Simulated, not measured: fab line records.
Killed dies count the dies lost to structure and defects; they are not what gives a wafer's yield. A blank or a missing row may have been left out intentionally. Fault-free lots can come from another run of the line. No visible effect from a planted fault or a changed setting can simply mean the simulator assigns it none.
The same fault as seen by 2 desks    flow nand harc    only its own numbers are on each desk; what lay behind them is given at the end

## THE DEFECT DESK
Counts from the inspections along the route, per lot, as means over the sampled wafers that have a number. The brackets show how far a lot's mean lies from the usual mean; more than 4 standard deviations puts the lot out of limits, marked OUT.
Columns: A = raw defect count at NHARC_A_CHANNEL_HOLE_D2_INSPECT_12, usual 33
lot   first seen here  A
L875  day 13 08:39     13
L874  day 13 08:58     52
L877  day 14 05:41     54
L876  day 14 06:02     56
L879  day 15 01:32     6
L878  day 15 02:16     49
L880  day 16 02:46     6
L881  day 16 09:18     54
L882  day 17 04:55     54
L884  day 17 11:00     59
L890  day 20 01:41     63
L893  day 21 06:53     18
L896  day 22 12:21     19
L895  day 22 13:22     4
This desk's verdict: no lot among the 14 shows anything out of limits.

## TOOL OWNER'S DESK, rie diel-07
The tool's own readings at NHARC_A_CHANNEL_FILL_D2_ETCHBACK_20 (etches the open film in C4F8/O2/Ar, target depth 27 nm, time 13.5 s): means of the sampled wafers that have a number, for each lot that ran on this tool. The brackets show how far a lot's mean lies from the usual mean; more than 4 standard deviations puts the lot out of limits, marked OUT.
Columns: A = chamber pressure mTorr at NHARC_A_CHANNEL_FILL_D2_ETCHBACK_20, usual 25.002 mTorr; B = oes product au at NHARC_A_CHANNEL_FILL_D2_ETCHBACK_20, usual 0.993 a.u.; C = rf vpp V at NHARC_A_CHANNEL_FILL_D2_ETCHBACK_20, usual 977 V
lot   first seen here  A       B      C
L874  day 14 21:44     25.035  0.990  978
L877  day 15 15:35     25.005  1.000  981
L878  day 16 10:56     25.009  1.010  983
L890  day 21 09:06     24.998  0.911  978
L893  day 22 16:43     25.018  0.915  982
This desk's verdict: no lot among the 5 shows anything out of limits.

## BROUGHT TOGETHER
Nothing out of limits was seen by the defect desk.
The desk of the tool owner found nothing out of limits.

## WHAT THE SIMULATOR HAD PUT IN
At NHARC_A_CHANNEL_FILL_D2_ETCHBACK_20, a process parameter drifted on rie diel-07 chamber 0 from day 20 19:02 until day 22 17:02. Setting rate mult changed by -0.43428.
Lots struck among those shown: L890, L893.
